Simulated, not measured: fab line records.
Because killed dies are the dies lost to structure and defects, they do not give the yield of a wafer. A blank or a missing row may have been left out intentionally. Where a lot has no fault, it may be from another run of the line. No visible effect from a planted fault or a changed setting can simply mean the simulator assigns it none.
fab line records	flow n5-finfet
record: lots: 4	wafers: 12	last-day: 18
route steps=1938 shown BEOL_M3@1012 BEOL_M4@1021 PASSIVATION@1936
lots untouched by any fault: they come from a run of this same line in which no faults occurred
start-h: hours from the record's opening day to when the first of the lot's shown wafers began	wait-h: hours from the lot's prior step to this one	" unchanged from the row above	L1.1+2: a single row standing in for several wafers	- no value present, or no start provided	* or withheld: withheld	< > ~ a bound
route shown NAME@n: NAME is a module with steps in the file, n the number in the route of the first one	usual: average and standard deviation across the fault-free wafers	same: alike in all rows	chamber/n: place in a boat	sites: readings site by site	_std_site: their standard deviation	_edge_site: inner sites' mean taken away from outer sites' mean	radius-mm: for every site, how far away it sits from the centre of the wafer	mask NAME#n: copy n	behind: the last tool/chamber to shape the wafer	hold: the reason the lot was held/the length of the hold in hours/how it ended	device: names the non-switching transistor (n, p or np)	end of line: the same wafers' tests at the end of the route	a step without rows: its recipe alone	killed: at the first sort, the dies lost to defects and structure; wafer yield is something else	map: the dies of a wafer, with x for killed, . for not killed, _ for no die there
set.NAME: the setting as run; set.NAME@STEP: as run at that earlier step	model.NAME: the simulator's own value behind a step, which no gauge read
certain route steps with their lots: each step a table, each wafer a row
services: from which hour (start-h, from the record's first day; less than 0 if before it) a tool's chamber was out of use, for how many hours, and why
== steps ==
step: N5_BEOL_M3_ANNEAL_51
recipe: temp-c: 225	time-s: 90	ambient: N2
step: N5_BEOL_M3_CMP_52
recipe: stop-on: SiOC	t-overpolish-s: 6.8	down-force-psi: 1	platen-rpm: 50	clearing-platen-down-force-psi: 1.5	clearing-platen-rpm: 50	post-cmp-clean: cu-alkaline	target-thk-nm: 40	clearing-platen-pad-velocity-m-s: 0.99484	pad-velocity-m-s: 0.99484
step: N5_BEOL_M3_PRE_CLEAN_60
recipe: gas: NH3/H2	time-s: 15	temp-c: *	rf-power-w: 300
step: N5_BEOL_M3_CO_CAP_55
recipe: material: Co	target-thk-a: 20	temp-c: 200	precursor: CCTBA/H2	pressure-torr: 30	time-s: 102.1
step: N5_BEOL_M3_PRE_CLEAN_56
recipe: gas: NH3	time-s: 15	temp-c: withheld	rf-power-w: 300
step: N5_BEOL_M3_DEP_57
recipe: material: SiCN	target-thk-a: 80	temp-c: withheld	precursor: 3MS/NH3	pressure-torr: 3	rf-w: 202	time-s: 14
step: N5_BEOL_M4_ILD_DEP_00
recipe: material: SiOC	target-thk-a: 790	temp-c: 350	precursor: DEMS/O2	pressure-torr: 5	rf-w: 500	time-s: 15.3
step: N5_BEOL_M4_PECVD_72
recipe: material: SiO2	target-thk-a: 160	temp-c: 400	precursor: TEOS/O2	pressure-torr: 5.5	rf-w: 450	teos-flow-sccm: 53.8	gas: O2	flow-sccm: 3000	time-s: 18
step: N5_BEOL_M4_HM_DEP_02
recipe: material: TiN	target-thk-a: 200	temp-c: 25	chamber-pressure-pa: 0.49996
usual: substrate-temp-c: 25.01/0.1	throttle-valve-pct: 30.3/0.96
lot.wafer	tool	chamber	start-h	wait-h	substrate-temp-c	throttle-valve-pct	model.TiN_of_BEOL_M4_HM_DEP_02.thk-nm
L271.3	pvd-sputter-03	-	180.51	0.4	25.06	30.2	19.6
L271.5	"	-	"	"	25.20	28.8	19.8
L271.6	"	-	"	"	25.02	31.1	19.6
L277.1	pvd-sputter-03	-	220.42	0.1	24.96	30.3	12.8
L277.3	"	-	"	"	24.97	31.4	12.8
L277.6	"	-	"	"	25.19	30.4	12.8
L278.2	pvd-sputter-03	-	229.09	0.0	25.10	31.3	12.8
L278.4	"	-	"	"	24.87	29.9	13
L278.6	"	-	"	"	25.01	30.4	12.8
L288.1	pvd-sputter-02	-	290.76	1.0	24.90	29.6	20
L288.3	"	-	"	"	24.87	28.3	19.8
L288.5	"	-	"	"	25.00	30.3	20
step: N5_BEOL_M4_COAT_61
recipe: resist: SOC	temp-c: 250	time-s: 60	spin-rpm: 1500	resist-thk-nm: 60
step: N5_BEOL_M4_COAT_62
recipe: resist: SiARC	temp-c: 220	time-s: 60	spin-rpm: 1500	resist-thk-nm: 12
step: N5_BEOL_M4_COAT_73
recipe: resist: underlayer	temp-c: 205	time-s: 60	spin-rpm: 1500	resist-thk-nm: 5
step: N5_BEOL_M4_COAT_05
recipe: resist: CAR-EUV	spin-rpm: 1500	resist-thk-nm: 30
step: N5_BEOL_M4_EBR_07
recipe: solvent: PGMEA	ebr-width-mm: 1.5
step: N5_BEOL_M4_SOFTBAKE_06
recipe: temp-c: 110	time-s: 60	resist: CAR-EUV
step: N5_BEOL_M4_EXPOSE_08
recipe: mask-id: M4	na: 0.33	source-shape: dipole	sigma-inner: 0.369	sigma-outer: 0.767	polarization: unpolarized	dose-mj: 41.25
step: N5_BEOL_M4_PEB_09
recipe: peb-temp-c: 100	peb-time-s: 60	resist: CAR-EUV
step: N5_BEOL_M4_DEVELOP_10
recipe: develop-time-s: 30	developer: TMAH	resist: CAR-EUV	rinse-liquid: surfactant-rinse	dry: air-spin	dev-temp-c: 23
step: N5_BEOL_M4_DESCUM_16
recipe: chemistry: O2	time-s: 7	source-power-w: 50	bias-power-w: 20	pressure-mtorr: 20	rf-frequency-hz: 2.712e+07	temp-c: 40	resist: CAR-EUV	o2-flow-sccm: 225
step: N5_BEOL_M4_ETCH_74
recipe: chemistry: N2/H2	target: underlayer	target-depth-a: 65	mask-material: CAR-EUV	time-s: 5.2	ion-energy-ev: 200	pressure-mtorr: 30	source-w: 840	bias-w: 150	n2-flow-sccm: 200	h2-flow-sccm: 200	ends: cleared
step: N5_BEOL_M4_ETCH_63
recipe: chemistry: CF4	target: SiARC	target-depth-a: 156	mask-material: CAR-EUV	time-s: 26	ion-energy-ev: 80	pressure-mtorr: 40	source-w: 545	bias-w: 36	Ar_flow_sccm: 100	cf4-flow-sccm: 100	ends: cleared
step: N5_BEOL_M4_ETCH_64
recipe: chemistry: N2/H2	target: SOC	target-depth-a: 750	overetch-a: 225	mask-material: SiARC	temp-c: 40	time-s: 121.9	ion-energy-ev: 200	pressure-mtorr: 30	source-w: 840	bias-w: 150	n2-flow-sccm: 200	h2-flow-sccm: 200
step: N5_BEOL_M4_STRIP_65
recipe: chemistry: N2/H2	temp-c: 40	n2-flow-sccm: 200	h2-flow-sccm: 200	rf-frequency-hz: 6e+07
step: N5_BEOL_M4_STRIP_75
recipe: chemistry: N2/H2	temp-c: 40	n2-flow-sccm: 200	h2-flow-sccm: 200	rf-frequency-hz: 6e+07
step: N5_BEOL_M4_STRIP_66
recipe: chemistry: CF4	resist: SiARC	power-w: 300	bias-power-w: 75	pressure-mtorr: 50	cf4-flow-sccm: 150	rf-frequency-hz: 6e+07
step: N5_BEOL_M4_HM_OPEN_17
recipe: chemistry: Cl2/BCl3	target-depth-a: 200	overetch-a: 60	target: TiN	mask-material: SOC	ion-energy-ev: 150	pressure-mtorr: 10	icp-w: 1000	bias-w: 126	Cl2_flow_sccm: 53.25	bcl3-flow-sccm: 21.75	Ar_flow_sccm: 25
usual: drypump-motor-current-A: 5.8/0.52	oes-product-au: 0.65/0.082	throttle-valve-pct: 22.15/0.14
lot.wafer	tool	chamber	start-h	wait-h	drypump-motor-current-A	oes-product-au	rf-hours-counter-h	throttle-valve-pct	model.etch.depth-nm
L271.3	rie-metal-02	1	181.60	0.1	6.1	0.60	-	22.30	19.64
L271.5	"	0	"	"	5.3	0.54	-	22.27	19.87
L271.6	"	1	"	"	6.1	0.60	-	22.28	19.67
L277.1	rie-metal-03	0	221.21	0.0	6.4	0.58	18	22.32	12.8
L277.3	"	0	"	"	6.5	0.58	-	22.31	12.81
L277.6	"	1	"	"	5.7	0.51	-	22.28	12.76
L278.2	rie-metal-01	0	229.95	0.0	4.6	0.61	12	22.18	12.85
L278.4	"	0	"	"	4.6	0.61	-	22.17	12.95
L278.6	"	0	"	"	4.6	0.61	-	22.18	12.89
L288.1	rie-metal-01	0	291.54	0.0	4.6	0.74	19	21.98	19.97
L288.3	"	1	"	"	5.8	0.72	-	21.96	19.72
L288.5	"	0	"	"	4.6	0.74	-	21.96	20.1
step: N5_BEOL_M4_STRIP_19
recipe: chemistry: O2	power-w: 400	temp-c: 40	pressure-mtorr: 30	rf-frequency-hz: 6e+07	bias-power-w: 0	overash-fraction: 0.2	o2-flow-sccm: 225
step: N5_BEOL_M4_COAT_67
recipe: resist: SOC	temp-c: 250	time-s: 60	spin-rpm: 1500	resist-thk-nm: 60
step: N5_BEOL_M4_COAT_68
recipe: resist: SiARC	temp-c: 220	time-s: 60	spin-rpm: 1500	resist-thk-nm: 12
step: N5_BEOL_M4_COAT_76
recipe: resist: underlayer	temp-c: 205	time-s: 60	spin-rpm: 1500	resist-thk-nm: 5
step: N5_BEOL_M4_COAT_22
recipe: resist: CAR-EUV	spin-rpm: 1500	resist-thk-nm: 30
step: N5_BEOL_M4_EBR_24
recipe: solvent: PGMEA	ebr-width-mm: 1.5
step: N5_BEOL_M4_SOFTBAKE_23
recipe: temp-c: 110	time-s: 60	resist: CAR-EUV
step: N5_BEOL_M4_EXPOSE_25
recipe: mask-id: V3	na: 0.33	source-shape: quasar	sigma-inner: 0.2	sigma-outer: 0.8	polarization: unpolarized	defocus-nm: 5	dose-mj: 63
step: N5_BEOL_M4_TRENCH_ETCH_37
recipe: chemistry: C4F6/O2	target-depth-a: 555.55	target: SiOC	time-s: 29.2	ion-energy-ev: 250	pressure-mtorr: 30	source-w: 355	bias-w: 185	Ar_flow_sccm: 300	C4F6_flow_sccm: 10	O2_flow_sccm: 10
usual: drypump-motor-current-A: 5.9/0.53	oes-product-au: 0.76/0.063	rf-vpp-V: 672/12	showerhead-plenum-p-Torr: 2.85/0.083	throttle-valve-pct: 20.93/0.25
same: time-s: 29.2
lot.wafer	tool	chamber	start-h	wait-h	drypump-motor-current-A	oes-product-au	rf-hours-counter-h	rf-vpp-V	showerhead-plenum-p-Torr	throttle-valve-pct	model.TiN_of_BEOL_M4_HM_DEP_02.thk-nm
L271.3	rie-diel-05	0	-	-	6.4	0.83	100	681	2.89	20.96	17.2
L271.5	"	2	"	"	6.2	0.71	-	663	2.85	21.28	17.6
L271.6	"	3	"	"	5.5	0.84	-	676	2.79	20.80	17.4
L277.1	rie-diel-02	0	-	-	5.7	0.76	173	689	2.84	20.95	10.4
L277.3	"	2	"	"	6.1	0.76	135	674	2.85	20.86	10.4
L277.6	"	3	"	"	5.7	0.70	-	660	2.83	21.18	10.4
L278.2	rie-diel-02	2	-	-	6.1	0.76	137	675	2.85	20.84	10.6
L278.4	"	1	"	"	6.7	0.79	106	654	3.00	20.67	10.6
L278.6	"	2	"	"	6.1	0.75	-	674	2.85	20.85	10.6
L288.1	rie-diel-06	0	-	-	5.8	0.96	2	657	3.01	20.79	17.6
L288.3	"	3	"	"	5.0	0.69	-	668	2.71	20.51	17.4
L288.5	"	0	"	"	5.7	0.96	-	655	3.01	20.79	17.8
step: N5_BEOL_M4_RC_MEAS_101
usual: DIBL_N: 36.3/2	DIBL_P: 36.3/2.4	IOFF_N: 0.16/0.034	IOFF_P: 0.21/0.035	ION_N: 672/12	ION_P: 459/6.5	SS_N: 71.6/0.67	SS_P: 73.3/0.71	VT_N: 250/3.5	VT_P: -251/3
lot.wafer	tool	chamber	start-h	wait-h	DIBL_N[mV/V]	DIBL_P[mV/V]	IOFF_N[nA/um]	IOFF_P[nA/um]	ION_N[uA/um]	ION_P[uA/um]	SS_N[mV/dec]	SS_P[mV/dec]	VT_N[mV]	VT_P[mV]
L271.3	prober-02	0	197.49	0.3	34.1	32.5	0.12	0.14	653	445	71.0	73.4	254	-256
L271.5	"	0	"	"	35.1	33.9	0.13	0.16	660	450	70.7	73.1	254	-256
L271.6	"	0	"	"	36.3	35.6	0.15	0.18	668	451	72.3	73.4	251	-254
L277.1	prober-01	0	255.59	0.0	36.2	38.1	0.17	0.23	669	455	72.1	73.3	249	-248
L277.3	"	0	"	"	37.3	39.0	0.19	0.25	680	465	72.2	73.6	248	-249
L277.6	"	0	"	"	34.6	35.8	0.13	0.19	659	456	71.1	71.8	254	-253
L278.2	prober-02	0	260.28	0.2	40.1	40.2	0.22	0.26	698	473	71.9	73.5	244	-249
L278.4	"	0	"	"	38.7	37.5	0.16	0.21	667	456	72.5	73.5	250	-251
L278.6	"	0	"	"	38.3	36.6	0.15	0.20	662	453	71.8	73.2	251	-252
L288.1	prober-02	0	313.61	0.0	36.3	35.7	0.15	0.19	676	459	71.8	73.6	250	-250
L288.3	"	0	"	"	37.1	37.6	0.19	0.22	690	469	71.8	74.6	248	-247
L288.5	"	0	"	"	37.9	38.6	0.20	0.23	691	467	72.2	74.5	247	-248
step: N5_PASSIVATION_PROBE_49
usual: defect-limited-yield: 91.4/1.5	killed_at_M0_to_M3: 33/11	killed_at_M4_up: 14/5.3	killed-at-contacts: 13/6.2	killed-at-front-end: 39/13	killed-at-other: 3.1/2.8	killed-dies: 102/17	killed-open: 68/13	killed-short: 32/7.8	sort_bin_5_function: 5.1/0.95	sort_bin_6_memory: 3.2/0.7	sort_bin_8_speed: 0.02/0.16	sort-n-pass: 1078/18	sort-yield-pct: 91.3/1.5
same: gross-dies: 1180	killed-at-back-side: 0	sort_bin_4_leakage[%]: 0
lot.wafer	tool	chamber	start-h	wait-h	defect-limited-yield[%]	killed_at_M0_to_M3	killed_at_M4_up	killed-at-contacts	killed-at-front-end	killed-at-other	killed-dies	killed-open	killed-short	sort_bin_5_function[%]	sort_bin_6_memory[%]	sort_bin_8_speed[%]	sort-n-pass	sort-yield-pct[%]
L288.1	prober-02	-	419.91	0.0	93.6	20	10	10	34	2	76	54	22	4.3	2.0	0	1104	93.6
L288.3	prober-02	-	420.01	0.1	91.8	35	13	9	39	1	97	65	29	4.5	3.2	0	1083	91.8
L288.5	prober-02	-	420.11	0.2	93.1	41	10	7	23	0	81	60	18	4.0	2.8	0	1099	93.1
killed by level:class
L288.1 DUMMY_GATE:geometric-particle:open=9 MOL_CONTACT_COAG:geometric-particle:open=9 FIN_SAQP:geometric-particle:open=8 BEOL_M3:geometric-particle:open=8 BEOL_M4:geometric-particle:open=7 BEOL_M0_SAQP:geometric-particle:open=4 FIN_SAQP:geometric-particle:short=3 ILD0:geometric-particle:short=3
L288.3 BEOL_M3:geometric-particle:open=13 STI_FIN_REVEAL:geometric-particle:open=10 DUMMY_GATE:geometric-particle:open=7 MOL_CONTACT_COAG:geometric-particle:open=6 BEOL_M0_SAQP:geometric-particle:open=6 GATE_CUT:geometric-particle:short=4 BEOL_M1:geometric-particle:open=4 BEOL_M4:geometric-particle:open=4
L288.5 BEOL_M3:geometric-particle:open=15 BEOL_M0_SAQP:geometric-particle:open=8 MOL_CONTACT_COAG:geometric-particle:open=6 BEOL_M1:geometric-particle:open=6 FIN_SAQP:geometric-particle:open=5 STI_FIN_REVEAL:geometric-particle:open=4 DUMMY_GATE:geometric-particle:open=4 BEOL_M0_SAQP:geometric-particle:short=4
== services ==
tool	chamber	start-h	hours	kind
rie-diel-05	0	161.45	14.5	repair
rie-diel-05	2	176.47	4.3	repair
rie-metal-02	-	192.83	2.7	repair
pvd-sputter-02	-	197.53	7.5	repair
rie-metal-02	-	206.77	2.8	pm
rie-diel-02	-	212.23	1.0	repair
rie-diel-06	-	227.77	0.4	repair
rie-diel-05	3	229.94	6.9	repair
rie-metal-02	0	232.25	1.0	repair
rie-diel-05	2	235.44	7.4	repair
rie-metal-02	0	244.69	22.3	repair
rie-metal-02	-	246.99	1.4	pm
rie-diel-05	-	260.09	1.4	repair
rie-metal-02	0	267.03	-	clean
rie-metal-02	0	267.03	16.1	scheduled-down
rie-metal-02	0	267.03	16.1	vent-cycle
rie-metal-02	0	284.74	9.4	repair
rie-diel-06	0	287.51	-	clean
rie-diel-06	0	287.51	-	consumable-replace:focus-ring
rie-diel-06	0	287.51	-	consumable-replace:showerhead
rie-diel-06	0	287.51	16.2	scheduled-down
rie-metal-03	-	290.84	14.6	pm
rie-diel-02	0	294.09	10.7	repair
rie-diel-06	1	306.01	2.9	repair
== key ==
first-sign none at tools or gauges
model-effect: step: N5_BEOL_M4_HM_DEP_02	value: TiN_of_BEOL_M4_HM_DEP_02.thk-nm	without: 20.1	struck: 12.83
model-effect: step: N5_BEOL_M4_HM_OPEN_17	value: etch.depth-nm	without: 20.1	struck: 12.84
model-effect: step: N5_BEOL_M4_TRENCH_ETCH_37	value: TiN_of_BEOL_M4_HM_DEP_02.thk-nm	without: 17.73	struck: 10.5
met-at N5_BEOL_M4_HM_DEP_02
struck-wafers L277.1,L277.3,L277.6,L278.2,L278.4,L278.6
rows-end L277.1,L277.3,L277.6
onset-between 180.51 220.42
fault: kind: process-parameter-drift	tool: pvd-sputter-03	chamber: -	onset-h: 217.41	steps: N5_BEOL_M4_HM_DEP_02	channel: target-thk-a	offset: *	shape: step	acts-in: *	stated: *
rows-end: these wafers met a further fault down the route, and their rows from its step on are left out
